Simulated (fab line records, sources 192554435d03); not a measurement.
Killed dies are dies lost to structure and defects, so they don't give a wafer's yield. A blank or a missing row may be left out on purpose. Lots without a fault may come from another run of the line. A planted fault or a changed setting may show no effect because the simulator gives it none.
Which tool did it? | flow n5_finfet | 9 lots, 26 wafers sampled, at 6 steps of a route of 1938

WHAT THE GAUGES READ, wafer by wafer
N5_BEOL_M0_CUTY_OVL_MEAS_58.
lot  | measured     | on         | M0_ABLK_OVL (nm)
L761 | day 6 12:42  | overlay-02 | 0.9 1.4 0.4
L762 | day 6 21:02  | overlay-02 | 0.7 -0.3 0.3
L768 | day 8 05:26  | overlay-02 | 0.4 0.5 0.2
L772 | day 9 06:03  | overlay-02 | -0.3 0.1 -0.1
L773 | day 9 14:18  | overlay-01 | 0.2 0.1 1.4
L774 | day 9 22:57  | overlay-02 | -0.5 0.4
L777 | day 10 13:40 | overlay-02 | 1.2 0.9 0.9
L780 | day 11 11:19 | overlay-02 | -0.8 -1.0 -0.3
L781 | day 11 12:17 | overlay-02 | -0.7 1.3 0.1

N5_BEOL_M0_CUTY_INSPECT_59: inspects for defects (macro).
lot  | measured     | on                | raw_defect_count
L761 | day 6 12:43  | defect_inspect-02 | 1 1 1
L762 | day 6 21:03  | defect_inspect-02 | 3 2 2
L768 | day 8 05:28  | defect_inspect-01 | >300 >300 292
L772 | day 9 06:04  | defect_inspect-02 | >300 >300 >300
L773 | day 9 14:19  | defect_inspect-02 | >300 >300 >300
L774 | day 9 22:58  | defect_inspect-02 | 2 1
L777 | day 10 13:41 | defect_inspect-02 | 2 2 5
L780 | day 11 11:20 | defect_inspect-02 | 2 4 2
L781 | day 11 12:18 | defect_inspect-01 | 0 1 2

N5_BEOL_M4_RC_MEAS_101.
lot  | measured     | on        | DIBL_N (mV/V)  | DIBL_P (mV/V)  | IOFF_N (nA/um) | IOFF_P (nA/um) | ION_N (uA/um) | ION_P (uA/um) | SS_N (mV/dec)  | SS_P (mV/dec)  | VT_N (mV)   | VT_P (mV)
L761 | day 8 13:08  | prober-01 | 36.6 34.7 35.2 | 35.8 33.8 33.3 | 0.18 0.14 0.14 | 0.21 0.18 0.17 | 674 670 664   | 458 463 452   | 71.9 71.7 71.7 | 73.5 73.2 72.9 | 249 250 251 | -251 -254 -253
L762 | day 8 17:33  | prober-01 | 39.1 34.7 33.8 | 39.6 33.7 33.0 | 0.20 0.13 0.11 | 0.25 0.17 0.15 | 683 654 656   | 458 451 454   | 72.3 71.3 70.9 | 74.0 72.3 72.3 | 249 252 252 | -247 -252 -255
L768 | day 10 07:31 | prober-01 | 32.1 36.3 36.9 | 31.7 35.6 36.6 | 0.12 0.18 0.18 | 0.17 0.24 0.25 | 668 686 673   | 470 471 465   | 69.9 72.0 72.1 | 72.2 73.1 73.4 | 253 248 248 | -250 -247 -246
L772 | day 11 03:21 | prober-01 | 34.3 35.9 36.2 | 34.3 36.8 37.5 | 0.13 0.16 0.17 | 0.17 0.21 0.22 | 644 667 673   | 444 463 458   | 72.1 71.9 72.4 | 73.3 72.9 73.7 | 256 250 246 | -256 -252 -251
L773 | day 11 07:45 | prober-02 | 36.7 36.1 38.2 | 37.9 37.2 38.9 | 0.18 0.16 0.19 | 0.20 0.19 0.22 | 693 675 673   | 467 455 460   | 71.2 70.8 72.4 | 73.5 73.3 73.5 | 249 250 251 | -253 -253 -248
L774 | day 12 03:55 | prober-01 | 34.9 40.3      | 32.9 40.3      | 0.12 0.23      | 0.14 0.26      | 655 696       | 446 465       | 71.3 72.1      | 72.5 75.3      | 257 245     | -259 -249
L777 | day 12 15:39 | prober-01 | 37.1 36.6 35.7 | 38.6 35.5 35.3 | 0.14 0.13 0.12 | 0.21 0.16 0.16 | 657 653 648   | 457 443 447   | 71.7 71.6 71.1 | 74.2 73.5 72.5 | 252 254 255 | -251 -257 -254
L780 | day 13 11:47 | prober-01 | 36.2 36.7 34.0 | 34.9 35.4 31.1 | 0.14 0.14 0.10 | 0.17 0.19 0.13 | 672 673 659   | 461 463 451   | 71.9 71.5 70.7 | 72.5 73.0 71.5 | 251 250 254 | -255 -253 -258
L781 | day 13 12:16 | prober-02 | 35.4 36.7 36.5 | 34.1 37.2 36.3 | 0.15 0.17 0.16 | 0.20 0.27 0.23 | 671 686 678   | 462 478 467   | 70.7 71.8 71.5 | 73.4 73.5 74.0 | 250 247 249 | -248 -245 -246

WHICH TOOL RAN EACH LOT (tool, then ch and the chambers of the sampled wafers, then the start)
lot  | N5_BEOL_M0_SAQP_ETCH_73            | N5_BEOL_M0_SAQP_ALD_48            | N5_BEOL_M0_STRIP_104
L761 | rie_diel-03 ch 0,3, day 6 11:25    | ald_sin-02 ch 0,1,3, day 6 11:39  | rie_diel-01 ch 0,2, day 6 14:56
L762 | rie_diel-03 ch 0,3, day 6 19:27    | ald_sin-03 ch 1,2,3, day 6 19:53  | rie_diel-02 ch 0,2, day 6 21:42
L768 | rie_diel-03 ch 0,1,3, day 8 04:10  | ald_sin-03 ch 0,2,3, day 8 04:23  | rie_diel-02 ch 1,2,3, day 8 07:16
L772 | rie_diel-03 ch 1,2, day 9 04:38    | ald_sin-03 ch 1, day 9 04:52      | rie_diel-02 ch 2,3, day 9 06:42
L773 | rie_diel-03 ch 1,2, day 9 13:08    | ald_sin-03 ch 0,3, day 9 13:22    | rie_diel-01 ch 1,3, day 9 15:20
L774 | rie_diel-05 ch 0,1, day 9 21:29    | ald_sin-03 ch 0,3, day 9 21:56    | rie_diel-04 ch 0,1, day 10 01:39
L777 | rie_diel-05 ch 0,1, day 10 12:28   | ald_sin-01 ch 0,2,3, day 10 12:44 | rie_diel-04 ch 0,3, day 10 16:49
L780 | rie_diel-05 ch 0,1,2, day 11 10:02 | ald_sin-01 ch 0,1,3, day 11 10:16 | rie_diel-02 ch 0,1,3, day 11 13:23
L781 | rie_diel-06 ch 1,2,3, day 11 10:59 | ald_sin-02 ch 0,2,3, day 11 11:13 | rie_diel-01 ch 1,2,3, day 11 19:02
- N5_BEOL_M0_SAQP_ETCH_73: etches SiARC in CF4, target depth 19.5 nm, time 32.5 s.
- N5_BEOL_M0_SAQP_ALD_48: deposits SiO2, target thk 20 nm, pulse time 1 s, co reactant pulse time 1 s.
- N5_BEOL_M0_STRIP_104: strips in N2/H2.

WHAT THE TOOLS THEMSELVES READ (means of the sampled wafers that have a number; where no wafer has one, the mark that the record gives instead)
N5_BEOL_M0_SAQP_ETCH_73.
lot  | tool        | drypump_motor_current_A (A) | etch_rf_on_time_s (s) | mfc_ar_sccm (sccm) | oes_product_au (a.u.) | rf_vpp_V (V) | showerhead_plenum_p_Torr (Torr) | throttle_valve_pct (%)
L761 | rie_diel-03 | 5.3                         | 32.5                  | 100.1              | 0.64                  | 184.5        | 2.14                            | 15.70
L762 | rie_diel-03 | 5.3                         | 32.0                  | 100.0              | 0.64                  | 183.6        | 2.14                            | 15.70
L768 | rie_diel-03 | 5.6                         | 32.0                  | 100.0              | 0.62                  | 183.6        | 2.11                            | 15.78
L772 | rie_diel-03 | 6.0                         | 31.3                  | 99.8               | 0.67                  | 183.4        | 2.13                            | 15.71
L773 | rie_diel-03 | 5.8                         | 32.4                  | 99.5               | 0.72                  | 184.4        | 2.20                            | 15.58
L774 | rie_diel-05 | 5.8                         | 31.4                  | 99.8               | 0.65                  | 183.4        | 2.10                            | 15.67
L777 | rie_diel-05 | 5.8                         | 31.5                  | 100.0              | 0.64                  | 183.6        | 2.09                            | 15.77
L780 | rie_diel-05 | 5.7                         | 31.1                  | 100.0              | 0.67                  | 184.0        | 2.12                            | 15.62
L781 | rie_diel-06 | 5.7                         | 33.4                  | 100.0              | 0.64                  | 184.3        | 2.17                            | 15.72

N5_BEOL_M0_SAQP_ALD_48.
lot  | tool       | heater_power_w (W) | precursor_pulse_height_rel
L761 | ald_sin-02 | 74                 | 1.008
L762 | ald_sin-03 | 76                 | 1.021
L768 | ald_sin-03 | 72                 | 1.025
L772 | ald_sin-03 | 81                 | 1.011
L773 | ald_sin-03 | 70                 | 0.992
L774 | ald_sin-03 | 70                 | 1.009
L777 | ald_sin-01 | 75                 | 0.987
L780 | ald_sin-01 | 67                 | 1.001
L781 | ald_sin-02 | 76                 | 1.010

N5_BEOL_M0_STRIP_104.
lot  | tool        | drypump_motor_current_A (A) | h2_flow_sccm (sccm) | oes_product_au (a.u.) | rf_vpp_V (V) | showerhead_plenum_p_Torr (Torr) | throttle_valve_pct (%)
L761 | rie_diel-01 | 6.3                         | 200.1               | 0.70                  | 58.3         | 2.53                            | 23.5
L762 | rie_diel-02 | 5.9                         | 200.0               | 0.79                  | 60.0         | 2.55                            | 23.8
L768 | rie_diel-02 | 6.0                         | 199.8               | 0.79                  | 60.6         | 2.58                            | 23.4
L772 | rie_diel-02 | 5.7                         | 200.4               | 0.72                  | 58.8         | 2.59                            | 23.4
L773 | rie_diel-01 | 5.7                         | 199.7               | 0.84                  | 59.8         | 2.58                            | 24.1
L774 | rie_diel-04 | 6.2                         | 199.9               | 0.84                  | 57.4         | 2.52                            | 23.4
L777 | rie_diel-04 | 5.6                         | 199.7               | 0.82                  | 58.1         | 2.56                            | 23.5
L780 | rie_diel-02 | 5.9                         | 199.7               | 0.75                  | 60.5         | 2.57                            | 23.7
L781 | rie_diel-01 | 6.0                         | 200.1               | 0.85                  | 58.4         | 2.58                            | 23.7

THE ANSWER, worked out from the rows above alone
Rule: what is usual is taken from the lots themselves. Put in order of their means at a reading, lots are off if they are a third of the lots or fewer, leave a main group of 4 or more, and stand apart from it by a gap of 3 or more times the standard deviation of the main group's means; of several such gaps the widest counts. A main group whose means are all the same, to the digits that the tables above print for the reading, isn't used. A lot without any number at a reading at which 4 lots or more have one is off too. The other lots that the step has rows for count as sound. The gauges are gone through in route order, then the tools' own readings, and for those a lot's mean is taken as printed above. The first step at which some lot is off is used, and at that step the reading that is off furthest; a lot without a number counts as furthest.
Off: L768, L772, L773, at N5_BEOL_M0_CUTY_INSPECT_59 (raw_defect_count). Without a number there: L772, L773. The main group: mean 1.9, standard deviation 0.79.
A tool fits if, at a process step before that reading, it ran every lot that is off, and no sound lot after the first of them. The gauges at N5_BEOL_M0_CUTY_INSPECT_59 are tried like those tools. One fits: rie_diel-03 at N5_BEOL_M0_SAQP_ETCH_73. Its last sound lot is L762 (day 6 19:27), its first lot that is off L768 (day 8 04:10): a fault that began between those two fits.

WHAT THE SIMULATOR HAD PUT IN
Chamber particle source: rie_diel-03, from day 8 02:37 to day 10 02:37, at N5_BEOL_M0_SAQP_ETCH_73. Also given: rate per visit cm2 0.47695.
Lots struck among those shown: L768, L772, L773. The rule above found the same.
